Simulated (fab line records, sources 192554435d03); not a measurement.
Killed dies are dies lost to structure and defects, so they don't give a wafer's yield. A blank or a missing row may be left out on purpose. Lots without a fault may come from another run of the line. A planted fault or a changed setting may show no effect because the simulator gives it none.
Split-lot experiment | flow n5_finfet | 7 lots, 21 wafers read, on a route of 1938 steps

THE SPLIT
At N5_BEOL_M2_COAT_67 (time 60 s, resist thk 60 nm), the setting spin_rpm was moved away from the recipe's 1500 rpm on 2 of the 21 wafers read, by -7.6% to +10.4%. The other wafers ran this setting at the recipe's value.

The reading is taken at the split's own step.

THE READING
SOC_of_BEOL_M2_COAT_67.thk_nm (the simulator's own value, which no gauge read), in nm, at N5_BEOL_M2_COAT_67 (time 60 s, resist thk 60 nm). The file gives no usual value for it. The 19 wafers here that ran the recipe average 60.1 nm, standard deviation 0.18 nm.

wafer  | tool, chamber at the split | spin_rpm as run, rpm | against the recipe | SOC_of_BEOL_M2_COAT_67.thk_nm, nm | against lot-mates on the recipe
L077.3 | litho_track-04, 0          | 1500                 | recipe             | 60                                | -
L077.4 | litho_track-04, 0          | 1500                 | recipe             | 60                                | -
L077.5 | litho_track-04, 0          | 1500                 | recipe             | 59.8                              | -
L079.3 | litho_track-03, 0          | 1500                 | recipe             | 60                                | -
L079.5 | litho_track-03, 0          | 1500                 | recipe             | 60.2                              | -
L079.6 | litho_track-03, 0          | 1656                 | +10.4%             | 57.2                              | -2.9
L082.4 | litho_track-03, 0          | 1500                 | recipe             | 60.2                              | -
L082.5 | litho_track-03, 0          | 1500                 | recipe             | 60.2                              | -
L082.6 | litho_track-03, 0          | 1500                 | recipe             | 60.2                              | -
L091.3 | litho_track-04, 0          | 1500                 | recipe             | 59.8                              | -
L091.4 | litho_track-04, 0          | 1500                 | recipe             | 59.6                              | -
L091.5 | litho_track-04, 0          | 1500                 | recipe             | 60                                | -
L093.1 | litho_track-03, 0          | 1500                 | recipe             | 60.2                              | -
L093.2 | litho_track-03, 0          | 1500                 | recipe             | 60.2                              | -
L093.4 | litho_track-03, 0          | 1500                 | recipe             | 60.2                              | -
L095.2 | litho_track-03, 0          | 1500                 | recipe             | 60.2                              | -
L095.6 | litho_track-03, 0          | 1500                 | recipe             | 60.2                              | -
L095.5 | litho_track-03, 0          | 1386                 | -7.6%              | 62.6                              | +2.4
L094.2 | litho_track-01, 0          | 1500                 | recipe             | 60.2                              | -
L094.4 | litho_track-01, 0          | 1500                 | recipe             | 60.2                              | -
L094.6 | litho_track-01, 0          | 1500                 | recipe             | 60.2                              | -

THE FIT
A straight line over all 21 wafers: SOC_of_BEOL_M2_COAT_67.thk_nm changes by -0.296 nm for each +1% of spin_rpm; r = -0.98; the points scatter about the line by 0.19 nm.
The same after taking each lot's own level away (the mean of its wafers on the recipe; 21 wafers): -0.292 nm for each +1%; r = -0.99; scatter 0.095 nm.
On that fit, the largest move of spin_rpm shifts the reading by 3 nm.
The lots' own levels span 59.80 to 60.20 nm, that is 2.3 times the standard deviation above.
So the lot-to-lot level changes the slope little: the two slopes agree.
Check: with one of the wafers moved furthest among these (+10.4%) left out of the fit, the line predicts -3.28 nm for it against its lot-mates. It came out at -2.9 nm against them.

OTHER SPLITS ON THESE WAFERS
These wafers also went through other splits before the reading. Each is held against what the fit with the lots' levels taken away leaves over:
other split on the same wafers    | wafers away from the commonest value | r with SOC_of_BEOL_M2_COAT_67.thk_nm (lot level and that fit taken away)
N5_BEOL_M0_SAQP_PECVD_97 time_s   | 9                                    | +0.17
N5_BEOL_M0_SAQP_COAT_82 time_s    | 3                                    | +0.08
N5_BEOL_M0_SAQP_COAT_72 spin_rpm  | 4                                    | +0.19
N5_BEOL_M0_SAQP_EXPOSE_37 dose_mj | 7                                    | -0.19
N5_BEOL_M1_EXPOSE_25 dose_mj      | 8                                    | -0.27
N5_BEOL_M2_COAT_62 spin_rpm       | 11                                   | -0.27

THE FILE'S OWN FIT
SOC_of_BEOL_M2_COAT_67.thk_nm changes by -0.292 nm for each +1% of spin_rpm, r = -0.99.
